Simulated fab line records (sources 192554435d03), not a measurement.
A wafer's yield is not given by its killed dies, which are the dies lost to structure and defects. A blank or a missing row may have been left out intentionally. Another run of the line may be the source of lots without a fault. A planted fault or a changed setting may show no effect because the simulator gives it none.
Matching of chambers	flow n5_finfet	N5_BEOL_M4_STRIP_19 on rie_diel-05: 4 sister chambers
The step strips in O2. 14 wafers are shown with their chamber, then 7 later ones without.

## EACH WAFER AND ITS CHAMBER
wafer	chamber	drypump_motor_current_A (A)	showerhead_plenum_p_Torr (Torr)	throttle_valve_pct (%)
L074.2	1	5.7	2.19	16.46
L074.3	0	5.1	2.24	16.56
L074.4	2	5.8	2.14	16.07
L075.1	0	5.1	2.23	16.58
L075.4	1	5.6	2.19	16.45
L075.5	2	5.8	2.14	16.08
L078.1	1	5.7	2.18	16.46
L078.4	2	5.8	2.14	16.09
L078.5	1	5.6	2.18	16.47
L086.1	1	5.6	2.18	16.48
L086.5	0	5.1	2.23	16.63
L086.6	1	5.7	2.18	16.50
L091.1	2	5.8	2.13	16.13
L091.2	3	5.9	2.06	16.41

SIGNATURES (averages over the wafers above)
reading	chamber 0	chamber 1	chamber 2	chamber 3	scatter within a chamber
drypump_motor_current_A	5.100	5.650	5.800	5.900	0.0387
showerhead_plenum_p_Torr	2.2333	2.1833	2.1375	2.0600	0.00524
throttle_valve_pct	16.5900	16.4700	16.0925	16.4100	0.025
Rule: distance of a wafer from a chamber = root of the sum over the readings of ((wafer's reading minus chamber's mean) / reading's scatter) squared. If the next closest chamber is less than 2 further off than the closest, the wafer can't be placed; otherwise it belongs to the closest. The scatter is the square root of a quotient: the sum, over the shown wafers, of each reading's squared deviation from its chamber's mean, divided by wafers minus chambers.

## WAFERS MISSING THEIR CHAMBER
wafer	drypump_motor_current_A (A)	showerhead_plenum_p_Torr (Torr)	throttle_valve_pct (%)
L091.3	5.1	2.22	16.65
L094.1	5.0	2.22	16.66
L094.3	5.8	2.13	16.16
L094.4	5.9	2.06	16.45
L095.2	5.7	2.17	16.54
L095.4	5.9	2.06	16.42
L095.5	5.9	2.05	16.45

## THE CHAMBER EACH PASSED THROUGH
wafer	from the rows above	in truth
L091.3	0	0
L094.1	0	0
L094.3	2	2
L094.4	3	3
L095.2	1	1
L095.4	3	3
L095.5	3	3
Correctly placed: 7 of 7. Left unplaced by these rows: 0. Wrongly placed: 0.
